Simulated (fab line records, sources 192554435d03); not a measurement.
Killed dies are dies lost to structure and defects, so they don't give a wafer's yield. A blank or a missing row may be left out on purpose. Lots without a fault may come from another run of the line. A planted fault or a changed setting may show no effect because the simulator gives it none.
Chamber matching | flow n5_finfet | N5_BEOL_M7_ETCH_62 on rie_diel-05: 4 sister chambers
The step etches SOC in N2/H2, target depth 110 nm, overetch 22 nm, time 165 s. 4 wafers are shown with their chamber, then 7 later ones without.

WAFERS WITH THEIR CHAMBER
wafer  | chamber | showerhead_plenum_p_Torr (Torr)
L078.4 | 1       | 2.63
L082.4 | 0       | 2.41
L089.1 | 2       | 2.66
L089.2 | 3       | 2.42

WAFERS WITHOUT THEIR CHAMBER
wafer  | showerhead_plenum_p_Torr (Torr)
L089.4 | 2.66
L091.3 | 2.40
L091.4 | 2.41
L091.5 | 2.66
L092.2 | 2.62
L092.3 | 2.41
L092.5 | 2.41

WHICH CHAMBER EACH WENT THROUGH
wafer  | from the rows above     | in truth
L089.4 | 2                       | 2
L091.3 | can't be placed: 0 or 3 | 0
L091.4 | can't be placed: 0 or 3 | 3
L091.5 | 2                       | 2
L092.2 | 1                       | 1
L092.3 | can't be placed: 0 or 3 | 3
L092.5 | can't be placed: 0 or 3 | 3
Placed correctly: 3 of 7. Can't be placed from these rows: 4 (the true chamber is among the candidates in 4). Placed wrongly: 0.
How it was worked out, from the rows above alone: a wafer's distance from a chamber is the root of the sum, over the readings, of the square of ((its reading less the chamber's mean) divided by the reading's scatter). The wafer belongs to the nearest chamber; if the next one is less than 2 further off, it can't be placed. A chamber's mean is the mean of its shown wafers. The scatter: with one shown wafer a chamber, the root of the mean of the squares of how far each hidden wafer lies from its nearest shown one.
